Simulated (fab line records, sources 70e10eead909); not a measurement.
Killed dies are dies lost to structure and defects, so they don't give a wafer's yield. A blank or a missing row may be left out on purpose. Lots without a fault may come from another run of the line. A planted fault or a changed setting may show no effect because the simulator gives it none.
fab line records | flow nand_harc
record lots=6 wafers=18 last_day=32
route steps=1302 shown P_M1@315 P_M2@318 END@1302
lots that met no fault: from a run of the same line without faults
start_h: hours from the record's first day to the start of the lot's first wafer shown | wait_h: hours since the lot's step before | " the same as in the row above | L1.1+2: a row that stands for several wafers | - no value, or no start given | * or withheld: withheld | < > ~ a bound
route shown NAME@n: a module of which the file shows steps, and the number in the route of the first | usual: mean/standard deviation of fault-free wafers | same: alike in all rows | chamber/n: place in a boat | sites: the reading at each site | _std_site: their standard deviation | _edge_site: outer sites' mean less inner sites' | radius_mm: how far each site lies from the wafer's centre | mask NAME#n: copy n | behind: the tool/chamber that last shaped the wafer | hold: why the lot was held/for how many hours/how that ended | device: the transistor (n, p or np) that didn't switch | end of line: the same wafers' tests at the end of the route | a step without rows: its recipe alone | killed: dies lost to structure and defects at the first sort, not the wafer's yield | map: a wafer's dies, x killed, . not, _ none there
set.NAME: the setting as run; set.NAME@STEP: as run at that earlier step | model.NAME: the simulator's own value behind a step, which no gauge read
lots at some steps of the route; a table a step, a row a wafer
services: from which hour (start_h, from the record's first day; less than 0 if before it) a tool's chamber was out of use, for how many hours, and why
## steps
# step NHARC_P_M1_INSPECT_27
# usual raw_defect_count=313/120
# columns lot.wafer tool chamber start_h wait_h raw_defect_count
L791.2 defect_inspect-02 - 185.15 0.0 316
L791.3 " - " " 219
L791.6 " - " " 280
L793.2 defect_inspect-02 - 203.85 0.0 292
L793.4 " - " " 220
L793.5 " - " " 435
L794.2 defect_inspect-01 - 216.86 0.0 373
L794.3 " - " " 330
L794.6 " - " " 225
L795.1 defect_inspect-01 - 228.38 0.0 287
L795.2 " - " " 214
L795.5 " - " " 205
L804.2 defect_inspect-01 - 318.48 0.0 237
L804.3 " - " " 246
L804.4 " - " " 283
L807.1 defect_inspect-01 - 351.49 0.0 212
L807.4 " - " " 247
L807.6 " - " " 419
# step NHARC_P_M1_PRE_CLEAN_32
# recipe time_s=12 temp_c=370 rf_power_w=300 gas=NH3
# usual heater_power_w=680/87
# columns lot.wafer tool chamber start_h wait_h heater_power_w
L791.3 pecvd-02 0 185.22 0.1 700
L791.2 " 1 " " 790
L791.6 " 2 " " 612
L793.2 pecvd-01 1 203.92 0.1 788
L793.5 " 2 " " 595
L793.4 " 0 " " 676
L794.3 pecvd-01 1 216.94 0.1 706
L794.2 " 2 " " 595
L794.6 " 1 " " 715
L795.1 pecvd-03 0 229.10 0.7 697
L795.2 " 2 " " 623
L795.5 " 0 " " 701
L804.3 pecvd-03 1 318.56 0.1 628
L804.2 " 2 " " 765
L804.4 " 0 " " 691
L807.1 pecvd-02 0 351.55 0.1 575
L807.6 " 0 " " 565
L807.4 " 1 " " 721
# step NHARC_P_M1_DEP_33
# recipe target_thk_a=300 temp_c=370 target_thk_nm=30 pressure_torr=3 flow_sccm=200 rf_w=450 material=SiCN
# usual heater_power_w=622/81
# columns lot.wafer tool chamber start_h wait_h heater_power_w
L791.3 pecvd-02 0 185.30 0.1 589
L791.2 " 1 " " 671
L791.6 " 2 " " 482
L793.2 pecvd-01 1 204.00 0.1 744
L793.5 " 2 " " 532
L793.4 " 0 " " 749
L794.3 pecvd-01 1 217.05 0.1 690
L794.2 " 2 " " 568
L794.6 " 1 " " 684
L795.1 pecvd-03 0 229.18 0.1 689
L795.2 " 2 " " 615
L795.5 " 0 " " 688
L804.3 pecvd-03 1 318.67 0.1 605
L804.2 " 2 " " 697
L804.4 " 0 " " 709
L807.1 pecvd-02 0 351.63 0.1 538
L807.6 " 0 " " 550
L807.4 " 1 " " 717
# step NHARC_P_M2_DEP_00
# recipe target_thk_a=1825 target_thk_nm=182.5 temp_c=withheld pressure_torr=5 flow_sccm=200 rf_w=600 material=SiOC
# step NHARC_P_M2_DEHYDRATE_01
# recipe temp_c=150 time_s=120
# step NHARC_P_M2_HMDS_02
# recipe time_s=30
# step NHARC_P_M2_COAT_34
# recipe temp_c=200 time_s=65
# step NHARC_P_M2_COAT_03
# recipe spin_rpm=1500 resist_thk_nm=90
# step NHARC_P_M2_SOFTBAKE_04
# recipe temp_c=105 time_s=55
# step NHARC_P_M2_EBR_05
# step NHARC_P_M2_EXPOSE_06
# recipe na=1.35 target_cd_nm=170 dose_mj=80.78 mask_id=P_M2
# step NHARC_P_M2_PEB_07
# recipe peb_temp_c=100 peb_time_s=65
# usual heater_power_total_W=156.6/0.43 plate_temp_C=100.00/0.13
# columns lot.wafer tool chamber start_h wait_h heater_power_total_W plate_temp_C
L791.2 litho_track-01 0 186.49 0.1 157.1 100.11
L791.3 " 0 " " 156.9 100.20
L791.6 " 0 " " 157.1 100.14
L793.2 litho_track-06 0 205.29 0.1 155.9 99.98
L793.4 " 0 " " 157.0 99.97
L793.5 " 0 " " 156.0 100.10
L794.2 litho_track-06 0 218.20 0.1 157.0 99.91
L794.3 " 0 " " 156.4 100.02
L794.6 " 0 " " 156.5 99.97
L795.1 litho_track-04 0 230.33 0.1 157.0 99.85
L795.2 " 0 " " 156.7 100.22
L795.5 " 0 " " 156.0 99.86
L804.2 litho_track-04 0 319.79 0.1 165.4 103.68
L804.3 " 0 " " 165.1 103.62
L804.4 " 0 " " 165.4 103.83
L807.1 litho_track-04 0 352.94 0.1 164.5 103.87
L807.4 " 0 " " 164.4 104.07
L807.6 " 0 " " 164.5 103.99
# step NHARC_P_M2_DEVELOP_08
# recipe develop_time_s=35 dev_temp_c=23
# step NHARC_P_M2_CD_MEAS_09
# recipe target_cd_nm=170 landing_energy_ev=500
# usual cd_nm=170.1/0.51
# same landing_energy_ev=500
# columns lot.wafer tool chamber start_h wait_h cd_nm
L791.2 cd_sem-01 0 186.57 - 170.8
L791.3 " 0 " " 170.4
L791.6 " 0 " " 170.6
L793.2 cd_sem-01 0 205.38 - 169.7
L793.4 " 0 " " 170.4
L793.5 " 0 " " 170.2
L794.2 cd_sem-02 0 218.28 - 168.9
L794.3 " 0 " " 169.4
L794.6 " 0 " " 169.4
L795.1 cd_sem-02 0 230.41 - 170.1
L795.2 " 0 " " 169.7
L795.5 " 0 " " 170.2
L804.2 cd_sem-03 0 319.87 - 181.2
L804.3 " 0 " " 182.2
L804.4 " 0 " " 181.9
L807.1 cd_sem-02 0 353.02 - 182.0
L807.4 " 0 " " 182.3
L807.6 " 0 " " 181.3
# step NHARC_P_M2_OVL_MEAS_10
# recipe pitch_nm=340
# usual overlay_x_nm=-0.1/0.82 overlay_y_nm=0.1/0.75
# columns lot.wafer tool chamber start_h wait_h overlay_x_nm overlay_y_nm
L791.2 overlay-02 - 186.66 - 0.1 -1.1
L791.3 " - " " -0.3 -1.0
L791.6 " - " " 0.9 -1.9
L793.2 overlay-01 - 205.46 - 1.1 0.8
L793.4 " - " " 1.6 1.6
L793.5 " - " " 1.6 1.1
L794.2 overlay-01 - 218.36 - -1.9 -0.2
L794.3 " - " " -1.5 0.2
L794.6 " - " " -1.1 0.2
L795.1 overlay-01 - 230.50 - -0.7 0.5
L795.2 " - " " -0.6 0.3
L795.5 " - " " -1.3 0.6
L804.2 overlay-02 - 319.96 - -0.2 -0.7
L804.3 " - " " -0.1 -0.2
L804.4 " - " " -0.2 -0.3
L807.1 overlay-02 - 353.11 - -1.0 0.6
L807.4 " - " " -0.6 -0.7
L807.6 " - " " -0.5 -0.4
# step NHARC_P_M2_INSPECT_11
# usual raw_defect_count=5/3.5
# columns lot.wafer tool chamber start_h wait_h raw_defect_count
L791.2 defect_inspect-02 - 186.69 0.0 1
L791.3 " - " " 5
L791.6 " - " " 3
L793.2 defect_inspect-01 - 205.50 0.0 2
L793.4 " - " " 4
L793.5 " - " " 5
L794.2 defect_inspect-01 - 218.40 0.0 12
L794.3 " - " " 10
L794.6 " - " " 11
L795.1 defect_inspect-02 - 230.53 0.0 5
L795.2 " - " " 2
L795.5 " - " " 4
L804.2 defect_inspect-02 - 319.99 0.0 5
L804.3 " - " " 3
L804.4 " - " " 6
L807.1 defect_inspect-01 - 353.15 0.0 5
L807.4 " - " " 6
L807.6 " - " " 8
# step NHARC_P_M2_DESCUM_14
# recipe time_s=3 o2_flow_sccm=200 ar_flow_sccm=0 bias_power_w=0 chemistry=O2
# usual drypump_motor_current_A=5.8/0.64 oes_product_au=1.003/0.0065 rf_vpp_V=58.0/0.81 showerhead_plenum_p_Torr=1.94/0.083 throttle_valve_pct=11.312/0.009
# same bias_power_w=0
# columns lot.wafer tool chamber start_h wait_h drypump_motor_current_A oes_product_au rf_hours_counter_h rf_vpp_V showerhead_plenum_p_Torr throttle_valve_pct model.P_M2.cd_nm
L791.2 rie_diel-07 1 186.75 0.1 6.4 1.009 3.3 57.4 1.82 11.300 170.3
L791.3 " 0 " " 4.6 1.006 3.4 57.3 2.06 11.313 170.2
L791.6 " 1 " " 6.4 1.005 - 58.1 1.82 11.319 170.8
L793.4 rie_diel-07 3 205.57 0.1 6.4 1.004 3.0 58.4 1.98 11.309 170.4
L793.2 " 0 " " 4.6 1.010 5.1 58.8 2.06 11.315 169.8
L793.5 " 3 " " 6.4 1.005 - 59.2 1.98 11.330 170
L794.3 rie_diel-07 3 218.46 0.1 6.4 1.003 3.3 58.9 1.98 11.311 170
L794.2 " 2 " " 5.5 1.012 5.3 58.4 1.97 11.332 169.3
L794.6 " 3 " " 6.4 1.000 - 58.5 1.98 11.311 169.5
L795.2 rie_diel-02 0 230.60 0.1 5.7 1.003 0.0 57.1 2.02 11.313 169.7
L795.1 " 1 " " 5.5 1.001 0.0 58.3 1.85 11.296 170
L795.5 " 1 " " 5.5 1.008 - 57.1 1.85 11.300 170.6
L804.2 rie_diel-07 3 320.06 0.1 6.4 0.998 1.1 57.7 1.98 11.316 181.6
L804.3 " 0 " " 4.6 1.005 1.0 58.3 2.06 11.318 182.4
L804.4 " 1 " " 6.4 1.005 0.8 56.6 1.82 11.303 182.4
L807.4 rie_diel-07 3 353.23 0.1 6.4 0.997 3.1 58.4 1.98 11.308 182.9
L807.1 " 0 " " 4.6 1.002 3.0 57.9 2.06 11.308 182
L807.6 " 2 " " 5.5 0.998 - 57.7 1.97 11.299 181.7
# step NHARC_P_M2_ETCH_35
# recipe target_depth_a=400 overetch_a=120 time_s=43.94 ion_energy_ev=200 n2_flow_sccm=150 h2_flow_sccm=150 ar_flow_sccm=0 rf_w=400 bias_w=150 chemistry=N2/H2
# usual drypump_motor_current_A=5.8/0.65 oes_product_au=1.001/0.0069 rf_vpp_V=431.3/2.8 showerhead_plenum_p_Torr=2.07/0.093 throttle_valve_pct=14.172/0.0094
# columns lot.wafer tool chamber start_h wait_h drypump_motor_current_A oes_product_au rf_hours_counter_h rf_vpp_V showerhead_plenum_p_Torr throttle_valve_pct
L791.3 rie_diel-07 1 186.84 0.1 6.3 1.005 3.3 427.2 1.94 14.173
L791.2 " 3 " " 6.4 1.005 1.5 432.6 2.12 14.151
L791.6 " 2 " " 5.5 0.999 - 431.6 2.10 14.185
L793.2 rie_diel-07 0 205.64 0.1 4.6 1.011 5.1 434.4 2.20 14.167
L793.4 " 3 " " 6.3 1.008 3.0 431.9 2.12 14.170
L793.5 " 1 " " 6.4 1.010 - 427.3 1.94 14.164
L794.2 rie_diel-07 2 218.55 0.1 5.5 1.004 5.3 432.5 2.10 14.155
L794.3 " 0 " " 4.7 1.009 5.4 434.1 2.20 14.176
L794.6 " 2 " " 5.5 1.012 - 432.3 2.10 14.164
L795.1 rie_diel-02 3 230.68 0.1 5.8 0.995 0.0 432.7 2.15 14.168
L795.2 " 0 " " 5.7 1.001 0.0 432.4 2.16 14.172
L795.5 " 3 " " 5.8 1.006 - 432.6 2.15 14.172
L804.4 rie_diel-07 1 320.14 0.1 6.3 1.003 0.8 427.3 1.93 14.176
L804.3 " 3 " " 6.4 1.000 1.1 432.7 2.11 14.194
L804.2 " 0 " " 4.6 1.011 1.0 433.8 2.20 14.172
L807.4 rie_diel-07 1 353.30 0.1 6.3 1.003 2.7 428.8 1.93 14.181
L807.1 " 3 " " 6.4 0.984 3.2 433.5 2.11 14.177
L807.6 " 1 " " 6.3 0.994 - 428.0 1.93 14.173
# step NHARC_P_M2_ETCH_15
# recipe target_depth_a=1825 time_s=91.2 c4f8_flow_sccm=withheld ar_flow_sccm=400 rf_w=600 bias_w=300 chemistry=C4F8/Ar
# usual oes_product_au=0.950/0.024 rf_vpp_V=441.8/2.6
# columns lot.wafer tool chamber start_h wait_h oes_product_au rf_hours_counter_h rf_vpp_V
L791.2 rie_diel-07 3 - - 0.983 1.6 442.8
L791.3 " 1 " " 0.970 3.3 438.3
L791.6 " 3 " " 0.967 - 442.8
L793.4 rie_diel-07 3 - - 0.972 3.1 443.5
L793.2 " 1 " " 0.987 5.5 437.9
L793.5 " 3 " " 0.956 - 442.9
L794.3 rie_diel-07 1 - - 0.922 5.9 438.5
L794.2 " 2 " " 0.926 5.3 442.4
L794.6 " 0 " " 0.915 - 445.6
L795.1 rie_diel-02 2 - - 0.977 0.0 441.5
L795.2 " 3 " " 0.978 0.1 442.8
L795.5 " 2 " " 0.980 - 440.7
L804.2 rie_diel-07 0 - - 0.986 1.0 444.3
L804.3 " 1 " " 0.977 0.9 437.1
L804.4 " 2 " " 0.960 0.9 443.8
L807.4 rie_diel-07 1 - - 0.929 2.7 437.2
L807.1 " 2 " " 0.928 2.2 442.2
L807.6 " 1 " " 0.917 - 437.8
# step NHARC_P_M2_CD_MEAS_16
# usual cd_nm=170.2/0.62
# columns lot.wafer tool chamber start_h wait_h cd_nm
L791.2 cd_sem-01 - 187.06 - 170.5
L791.3 " - " " 169.9
L791.6 " - " " 170.8
L793.2 cd_sem-03 - 205.87 - 169.9
L793.4 " - " " 170.8
L793.5 " - " " 170.5
L794.2 cd_sem-01 - 218.77 - 169.4
L794.3 " - " " 169.8
L794.6 " - " " 169.7
L795.1 cd_sem-01 - 230.90 - 169.9
L795.2 " - " " 169.9
L795.5 " - " " 171.0
L804.2 cd_sem-03 - 320.36 - 181.2
L804.3 " - " " 182.9
L804.4 " - " " 182.2
L807.1 cd_sem-02 - 353.51 - 181.7
L807.4 " - " " 183.0
L807.6 " - " " 181.4
# step NHARC_P_M2_STRIP_18
# recipe power_w=1000 n2_flow_sccm=150 h2_flow_sccm=150 ar_flow_sccm=0 bias_w=0 chemistry=N2/H2
# usual drypump_motor_current_A=5.8/0.59 oes_product_au=1.003/0.0073 rf_vpp_V=90.9/0.83 showerhead_plenum_p_Torr=2.08/0.087 throttle_valve_pct=14.169/0.009
# columns lot.wafer tool chamber start_h wait_h drypump_motor_current_A oes_product_au rf_hours_counter_h rf_vpp_V showerhead_plenum_p_Torr throttle_valve_pct
L791.3 rie_diel-02 1 187.13 0.1 5.5 0.998 5.9 90.1 1.97 14.152
L791.2 " 3 " " 5.8 0.993 7.0 90.4 2.15 14.164
L791.6 " 2 " " 6.6 1.011 - 91.5 2.07 14.184
L793.4 rie_diel-05 1 205.94 0.1 5.7 1.004 9.9 89.4 1.98 14.174
L793.2 " 2 " " 5.6 1.010 8.2 91.0 2.11 14.172
L793.5 " 1 " " 5.7 1.002 - 91.6 1.98 14.167
L794.2 rie_diel-07 2 218.89 0.1 5.5 1.017 5.3 91.0 2.10 14.162
L794.3 " 3 " " 6.4 1.006 3.4 90.7 2.12 14.164
L794.6 " 0 " " 4.6 1.005 - 92.2 2.20 14.176
L795.2 rie_diel-07 2 230.98 0.1 5.5 1.003 6.0 91.1 2.10 14.158
L795.1 " 3 " " 6.4 1.004 4.0 92.0 2.12 14.181
L795.5 " 3 " " 6.4 0.990 - 89.5 2.12 14.164
L804.4 rie_diel-02 2 320.44 0.1 6.6 0.998 5.6 90.4 2.06 14.176
L804.2 " 0 " " 5.7 0.993 5.2 90.2 2.16 14.192
L804.3 " 1 " " 5.5 1.005 4.9 90.1 1.97 14.169
L807.1 rie_diel-07 2 353.61 0.1 5.5 1.011 2.2 90.7 2.10 14.157
L807.4 " 3 " " 6.4 0.998 3.2 90.2 2.11 14.167
L807.6 " 2 " " 5.5 1.002 - 92.1 2.10 14.175
# step NHARC_P_M2_ETCH_28
# recipe target_depth_a=300 over_etch_frac=0.3 time_s=72.99 ion_energy_ev=150 cf4_flow_sccm=50 n2_flow_sccm=100 ar_flow_sccm=150 rf_w=300 bias_w=100 chemistry=CF4/N2
# usual drypump_motor_current_A=5.8/0.63 oes_product_au=1.003/0.0077 rf_vpp_V=314.8/1.9 showerhead_plenum_p_Torr=2.67/0.1 throttle_valve_pct=19.794/0.0095
# columns lot.wafer tool chamber start_h wait_h drypump_motor_current_A oes_product_au rf_hours_counter_h rf_vpp_V showerhead_plenum_p_Torr throttle_valve_pct model.P_M2.cd_nm
L791.3 rie_diel-02 2 - - 6.6 1.003 7.1 314.8 2.66 19.803 170.1
L791.2 " 1 " " 5.5 0.990 6.0 313.1 2.54 19.792 170.7
L791.6 " 2 " " 6.6 0.990 - 315.7 2.66 19.795 171.3
L793.2 rie_diel-05 1 - - 5.7 1.004 10.0 311.6 2.55 19.799 170.1
L793.4 " 3 " " 6.6 0.988 8.5 313.1 2.57 19.795 170.6
L793.5 " 2 " " 5.6 1.009 - 314.5 2.70 19.792 170.6
L794.3 rie_diel-07 3 - - 6.4 1.001 3.4 317.4 2.72 19.771 169.7
L794.2 " 1 " " 6.3 1.008 6.0 311.5 2.50 19.793 168.3
L794.6 " 3 " " 6.4 1.004 - 316.3 2.72 19.790 169.9
L795.1 rie_diel-07 3 - - 6.4 1.006 4.1 315.2 2.72 19.805 169.8
L795.2 " 1 " " 6.4 1.008 6.5 311.7 2.50 19.785 169
L795.5 " 3 " " 6.4 1.008 - 316.4 2.72 19.815 170.7
L804.4 rie_diel-02 1 - - 5.5 1.008 5.0 312.2 2.54 19.797 182
L804.3 " 2 " " 6.6 1.015 5.6 313.9 2.66 19.801 182.3
L804.2 " 0 " " 5.7 1.004 5.2 316.8 2.76 19.797 181.9
L807.1 rie_diel-07 2 - - 5.5 1.002 2.3 315.5 2.70 19.800 181.6
L807.4 " 3 " " 6.4 1.000 3.2 314.9 2.71 19.787 182.4
L807.6 " 0 " " 4.6 0.995 - 317.4 2.81 19.810 181.1
# step NHARC_P_M2_STRIP_19
# recipe time_s=600 temp_c=30 chemistry=post_etch_residue_remover
# step NHARC_END_SORT_01
# recipe temp_c=25
# usual defect_limited_yield=91.6/2.6 killed_at_array=51/17 killed_at_other=1.6/2.1 killed_at_periphery=4/3.2 killed_dies=57/18 killed_open=2.9/1.7 killed_short=2.3/1.3 sort_bin_2_pct=3.0/1.2 sort_bin_3_pct=0.7/0.43 sort_bin_4_pct=4.7/1.4 sort_n_pass=620/18 sort_rim_yield_pct=87/4.8 sort_yield_pct=91.6/2.6
# same gross_dies=677 sort_bin_5_pct[%]=0 sort_bin_6_pct[%]=0 sort_bin_7_pct[%]=0 sort_bin_8_pct[%]=0 sort_rim_n_gross=106.00
# columns lot.wafer tool chamber start_h wait_h defect_limited_yield[%] killed_at_array killed_at_other killed_at_periphery killed_dies killed_open killed_short sort_bin_2_pct[%] sort_bin_3_pct[%] sort_bin_4_pct[%] sort_n_pass sort_rim_yield_pct[%] sort_yield_pct[%]
L791.2 prober-02 0 628.00 2.8 95.4 25 2 4 31 6 3 1.2 0.3 3.1 646 93 95.4
L791.3 prober-02 0 628.81 3.1 95.4 25 1 5 31 5 1 1.9 0.1 2.5 646 95 95.4
L791.6 prober-02 0 631.23 4.0 95.1 27 2 4 33 5 3 1.5 0 3.4 644 92 95.1
L793.2 prober-01 0 639.01 2.8 89.5 69 0 2 71 3 2 3.8 1.0 5.6 606 86 89.5
L793.4 prober-01 0 640.60 3.4 90.3 61 1 4 66 2 2 4.0 1.3 4.4 611 85 90.3
L793.5 prober-01 0 641.39 3.7 89.2 67 1 5 73 4 2 3.5 1.0 6.2 604 78 89.2
L794.2 prober-02 0 676.60 2.8 88.9 63 2 10 75 3 1 3.1 0 8.0 602 91 88.9
L794.3 prober-02 0 677.39 3.1 87.9 69 2 11 82 4 3 5.2 0.4 6.5 595 87 87.9
L794.6 prober-02 0 679.77 4.0 90.5 53 3 8 64 6 1 3.1 0.4 5.9 613 85 90.5
L795.1 prober-01 0 683.60 2.5 95.6 26 0 4 30 0 2 1.5 0.1 2.8 647 91 95.6
L795.2 prober-01 0 684.41 2.8 96.5 19 1 4 24 1 2 0.9 0.1 2.5 653 97 96.5
L795.5 prober-01 0 686.83 3.7 96.6 21 0 2 23 1 1 1.2 0.3 1.9 654 96 96.6
L804.2 prober-01 0 763.27 2.8 90.5 53 6 5 64 7 1 4.0 0.6 4.9 613 87 90.5
L804.3 prober-01 0 764.07 3.1 90.1 58 6 3 67 5 2 4.7 0.7 4.4 610 82 90.1
L804.4 prober-01 0 764.87 3.4 90.7 53 8 2 63 4 2 4.0 0.7 4.6 614 86 90.7
L807.1 prober-01 0 772.48 2.5 93.4 36 2 7 45 4 3 2.2 0.3 4.1 632 90 93.4
L807.4 prober-01 0 774.86 3.4 94.2 31 1 7 39 2 2 2.2 0 3.5 638 92 94.2
L807.6 prober-01 0 776.44 4.0 93.6 34 2 7 43 3 3 1.6 0.3 4.4 634 90 93.6
# killed by level:class
L791.2 A_CHANNEL_HOLE_D2:chamber_film_flake=6 A_STAIRCASE:chamber_film_flake=6 A_WL_FILL:chamber_film_flake=3 A_M0:geometric_particle:open=2 THIN_TSV:chamber_film_flake=2 P_CONTACT:geometric_particle:open=1 P_M0:geometric_particle:open=1 P_M2:geometric_particle:short=1
L791.3 A_CHANNEL_HOLE_D2:chamber_film_flake=7 A_WL_FILL:chamber_film_flake=7 A_STAIRCASE:chamber_film_flake=5 P_CONTACT:geometric_particle:open=2 A_M0:geometric_particle:open=2 A_CHANNEL_HOLE_D1:chamber_film_flake=2 P_GATE:geometric_particle:open=1 A_ONON_D2:geometric_particle:short=1
L791.6 A_CHANNEL_HOLE_D2:chamber_film_flake=12 A_CHANNEL_HOLE_D1:chamber_film_flake=3 A_STAIRCASE:chamber_film_flake=3 P_CONTACT:geometric_particle:open=2 A_WL_FILL:geometric_particle:short=2 P_ZERO_WELL:chamber_film_flake=2 A_CONTACT:chamber_film_flake=2 THIN_TSV:chamber_film_flake=2
L793.2 A_CHANNEL_HOLE_D1:chamber_film_flake=27 A_SLIT:chamber_film_flake=20 A_CHANNEL_HOLE_D2:chamber_film_flake=6 A_STAIRCASE:chamber_film_flake=5 A_CHANNEL_FILL_D2:geometric_particle:short=2 A_DECK1_JOINT:chamber_film_flake=2 A_WL_FILL:chamber_film_flake=2 A_M0:chamber_film_flake=2
L793.4 A_CHANNEL_HOLE_D1:chamber_film_flake=24 A_SLIT:chamber_film_flake=16 A_CHANNEL_HOLE_D2:chamber_film_flake=7 A_STAIRCASE:chamber_film_flake=5 P_ZERO_WELL:chamber_film_flake=3 A_CONTACT:chamber_film_flake=3 A_M0:chamber_film_flake=2 P_STI:geometric_particle:open=1
L793.5 A_CHANNEL_HOLE_D1:chamber_film_flake=27 A_SLIT:chamber_film_flake=21 A_CHANNEL_HOLE_D2:chamber_film_flake=10 A_STAIRCASE:chamber_film_flake=4 P_STI:chamber_film_flake=3 A_WL_FILL:geometric_particle:short=2 A_M0:geometric_particle:open=2 P_GATE:geometric_particle:open=1
L794.2 A_CHANNEL_HOLE_D1:chamber_film_flake=27 A_CHANNEL_HOLE_D2:chamber_film_flake=11 A_STAIRCASE:chamber_film_flake=9 A_CONTACT:chamber_film_flake=6 A_WL_FILL:chamber_film_flake=4 P_CONTACT:geometric_particle:open=2 P_ZERO_WELL:chamber_film_flake=2 P_CONTACT:chamber_film_flake=2
L794.3 A_CHANNEL_HOLE_D1:chamber_film_flake=34 A_CHANNEL_HOLE_D2:chamber_film_flake=13 A_STAIRCASE:chamber_film_flake=8 P_CONTACT:chamber_film_flake=5 P_M1:chamber_film_flake=4 A_WL_FILL:geometric_particle:short=2 P_STI:chamber_film_flake=2 A_CONTACT:chamber_film_flake=2
L794.6 A_CHANNEL_HOLE_D1:chamber_film_flake=24 A_STAIRCASE:chamber_film_flake=11 A_CHANNEL_HOLE_D2:chamber_film_flake=6 P_CONTACT:chamber_film_flake=4 P_M1:chamber_film_flake=4 THIN_TSV:chamber_film_flake=3 A_CHANNEL_FILL_D2:geometric_particle:open=2 A_CONTACT:chamber_film_flake=2
L795.1 A_CHANNEL_HOLE_D1:chamber_film_flake=8 A_CONTACT:chamber_film_flake=7 A_CHANNEL_HOLE_D2:chamber_film_flake=3 A_SLIT:chamber_film_flake=3 P_ZERO_WELL:chamber_film_flake=2 A_ZERO_WELL:chamber_film_flake=2 A_CHANNEL_FILL_D1:geometric_particle:short=1 A_SGD_CUT:geometric_particle:short=1
L795.2 A_CHANNEL_HOLE_D1:chamber_film_flake=7 A_SLIT:chamber_film_flake=4 P_M2:chamber_film_flake=3 A_CONTACT:chamber_film_flake=3 A_STAIRCASE:chamber_film_flake=2 A_SGD_CUT:geometric_particle:short=1 A_WL_FILL:geometric_particle:short=1 A_M0:geometric_particle:open=1
L795.5 A_CONTACT:chamber_film_flake=10 A_CHANNEL_HOLE_D1:chamber_film_flake=4 A_DECK1_JOINT:chamber_film_flake=2 A_BLC:chamber_film_flake=2 A_SGD_CUT:geometric_particle:short=1 A_BLC:geometric_particle:open=1 P_M1:chamber_film_flake=1 P_M2:chamber_film_flake=1
L804.2 A_SLIT:chamber_film_flake=19 A_CHANNEL_HOLE_D2:chamber_film_flake=17 A_CHANNEL_HOLE_D1:chamber_film_flake=6 THIN_TSV:chamber_film_flake=6 A_STAIRCASE:chamber_film_flake=3 P_M1:geometric_particle:open=2 A_CHANNEL_HOLE_D2:geometric_particle:open=2 P_ZERO_WELL:chamber_film_flake=2
L804.3 A_SLIT:chamber_film_flake=20 A_CHANNEL_HOLE_D1:chamber_film_flake=14 A_CHANNEL_HOLE_D2:chamber_film_flake=14 THIN_TSV:chamber_film_flake=6 A_ONON_D1:geometric_particle:open=2 A_CHANNEL_FILL_D1:chamber_film_flake=2 A_STAIRCASE:chamber_film_flake=2 P_CONTACT:geometric_particle:open=1
L804.4 A_SLIT:chamber_film_flake=24 A_CHANNEL_HOLE_D2:chamber_film_flake=9 A_CHANNEL_HOLE_D1:chamber_film_flake=8 THIN_TSV:chamber_film_flake=8 A_CONTACT:chamber_film_flake=5 A_CHANNEL_FILL_D1:chamber_film_flake=2 P_GATE:geometric_particle:open=1 A_ONON_D1:geometric_particle:open=1
L807.1 A_CHANNEL_HOLE_D1:chamber_film_flake=13 A_SLIT:chamber_film_flake=7 P_STI:chamber_film_flake=4 A_CONTACT:chamber_film_flake=4 A_STAIRCASE:chamber_film_flake=3 A_BLC:geometric_particle:open=2 A_WL_FILL:chamber_film_flake=2 A_M1:chamber_film_flake=2
L807.4 A_CHANNEL_HOLE_D1:chamber_film_flake=13 P_STI:chamber_film_flake=6 A_SLIT:chamber_film_flake=5 A_STAIRCASE:chamber_film_flake=3 A_CHANNEL_FILL_D2:chamber_film_flake=2 A_M1:chamber_film_flake=2 P_M0:geometric_particle:open=1 A_CHANNEL_FILL_D1:geometric_particle:short=1
L807.6 A_CHANNEL_HOLE_D1:chamber_film_flake=12 P_STI:chamber_film_flake=5 A_STAIRCASE:chamber_film_flake=4 A_SLIT:chamber_film_flake=4 A_M1:chamber_film_flake=4 A_CHANNEL_FILL_D2:chamber_film_flake=3 THIN_TSV:chamber_film_flake=2 P_M0:geometric_particle:open=1
## services
# columns tool chamber start_h hours kind
rie_diel-07 0 175.20 - clean
litho_track-06 - 179.00 7.0 pm
pecvd-03 - 185.00 13.0 pm
rie_diel-05 2 185.56 11.5 repair
pecvd-02 0 196.15 9.2 repair
rie_diel-07 - 197.61 0.3 repair
litho_track-04 - 203.00 7.0 pm
rie_diel-02 - 216.81 9.0 pm
pecvd-03 - 216.83 0.7 repair
pecvd-01 1 221.88 6.7 repair
pecvd-01 0 223.27 23.1 repair
rie_diel-05 1 225.26 9.2 repair
pecvd-02 - 227.08 13.0 pm
pecvd-01 2 229.12 8.4 repair
rie_diel-05 - 229.60 9.0 pm
rie_diel-02 2 242.07 7.0 repair
pecvd-03 2 281.61 2.9 repair
rie_diel-02 1 283.93 7.5 repair
rie_diel-07 - 294.20 9.0 pm
rie_diel-07 2 306.54 4.4 repair
pecvd-01 - 311.26 13.0 pm
pecvd-03 1 324.56 29.7 repair
rie_diel-07 2 328.40 14.6 repair
litho_track-01 - 330.00 7.0 pm
## key
first_sign step=NHARC_P_M2_PEB_07 reading=plate_temp_C direction=up sigmas=30 usual=* struck=*
effect step=NHARC_P_M2_PEB_07 reading=heater_power_total_W direction=up sigmas=19 usual=* struck=*
effect step=NHARC_P_M2_CD_MEAS_09 reading=cd_nm direction=up sigmas=23 usual=170.1 struck=181.8
effect step=NHARC_P_M2_CD_MEAS_16 reading=cd_nm direction=up sigmas=19 usual=170.2 struck=182.1
model_effect step=NHARC_P_M2_DESCUM_14 value=P_M2.cd_nm without=170 struck=182.2
model_effect step=NHARC_P_M2_ETCH_28 value=P_M2.cd_nm without=169.7 struck=181.9
met_at NHARC_P_M2_PEB_07
struck_wafers L804.2,L804.3,L804.4,L807.1,L807.4,L807.6
onset_between 230.33 319.79
fault kind=process_parameter_drift tool=litho_track-04 chamber=- onset_h=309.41 steps=NHARC_P_M2_PEB_07 channel=peb_temp_c offset=* shape=step end_h=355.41 acts_in=* stated=*
